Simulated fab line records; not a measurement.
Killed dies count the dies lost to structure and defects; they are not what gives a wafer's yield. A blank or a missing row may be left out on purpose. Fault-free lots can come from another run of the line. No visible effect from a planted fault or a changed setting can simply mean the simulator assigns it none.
Matching of chambers	flow nandHarc	NHARC_A_CONTACT_DESCUM_47 on rieDiel-03 has 4 sister chambers
The step chemistry O2, time 3 s. 36 wafers are shown with their chamber, then 12 later ones without.

## WAFERS WITH THEIR CHAMBER
wafer	chamber	showerheadPlenumPTorr (Torr)	drypumpMotorCurrentA (A)	rfVppV (V)
L074.4	1	2.04	5.5	58.6
L074.5	3	1.98	6.4	56.9
L074.6	0	1.80	5.4	56.7
L078.2	2	1.98	5.4	58.5
L078.5	0	1.80	5.4	57.4
L078.6	3	1.98	6.4	58.0
L075.3	1	2.04	5.5	58.7
L075.5	1	2.04	5.6	59.3
L075.6	0	1.80	5.4	56.3
L079.1	2	1.98	5.4	58.7
L079.2	1	2.04	5.5	57.5
L079.6	1	2.04	5.5	58.4
L079.3	0	1.80	5.4	55.9
L079.4	3	1.98	6.4	58.9
L079.5	2	1.98	5.4	57.8
L080.1	0	1.80	5.4	57.6
L080.2	3	1.98	6.3	58.8
L080.3	2	1.98	5.3	57.8
L080.4	3	1.98	6.3	59.1
L080.5	2	1.98	5.4	60.1
L080.6	0	1.80	5.4	58.0
L084.1	2	1.98	5.3	58.0
L084.4	3	1.98	6.4	60.4
L084.5	2	1.98	5.4	58.7
L088.1	2	1.98	5.4	57.6
L088.2	3	1.97	6.4	58.4
L088.3	1	2.04	5.6	57.5
L088.4	0	1.80	5.4	56.1
L088.5	2	1.98	5.4	55.3
L088.6	3	1.97	6.3	57.2
L085.1	2	1.98	5.4	58.7
L085.2	0	1.79	5.4	55.7
L085.3	3	1.97	6.4	58.7
L085.4	1	2.04	5.5	58.1
L085.5	1	2.04	5.5	58.0
L085.6	0	1.79	5.4	56.2

SIGNATURES, as means of the wafers listed above
reading	chamber 0	chamber 1	chamber 2	chamber 3	scatter within a chamber
showerheadPlenumPTorr	1.7978	2.0400	1.9800	1.9767	0.00333
drypumpMotorCurrentA	5.400	5.525	5.380	6.367	0.0399
rfVppV	56.656	58.263	58.120	58.489	0.973
Rule: distance of a wafer from a chamber = root of the sum over the readings of ((wafer's reading minus chamber's mean) / reading's scatter) squared. The wafer belongs to the nearest chamber; if the next one is less than 2 further off, it can't be placed. The scatter is the square root of a quotient: the sum, over the shown wafers, of each reading's squared deviation from its chamber's mean, divided by wafers minus chambers.

## WAFERS WITHOUT THEIR CHAMBER
wafer	showerheadPlenumPTorr (Torr)	drypumpMotorCurrentA (A)	rfVppV (V)
L093.1	1.98	5.4	57.7
L093.2	2.04	5.5	58.2
L093.3	1.97	6.4	58.1
L091.2	1.79	5.4	57.1
L091.4	1.98	5.4	58.4
L091.6	1.97	6.4	57.7
L092.2	1.97	6.3	58.7
L092.3	1.79	5.4	57.2
L092.6	1.79	5.4	57.2
L097.1	1.97	6.3	57.9
L097.2	2.03	5.6	59.5
L097.6	1.98	5.4	56.7

## EACH ONE'S CHAMBER
wafer	from the rows above	in truth
L093.1	2	2
L093.2	1	1
L093.3	3	3
L091.2	0	0
L091.4	2	2
L091.6	3	3
L092.2	3	3
L092.3	0	0
L092.6	0	0
L097.1	3	3
L097.2	1	1
L097.6	2	2
Correct placement for 12 of the 12. Left unplaced by these rows: 0. 0 placed wrongly.
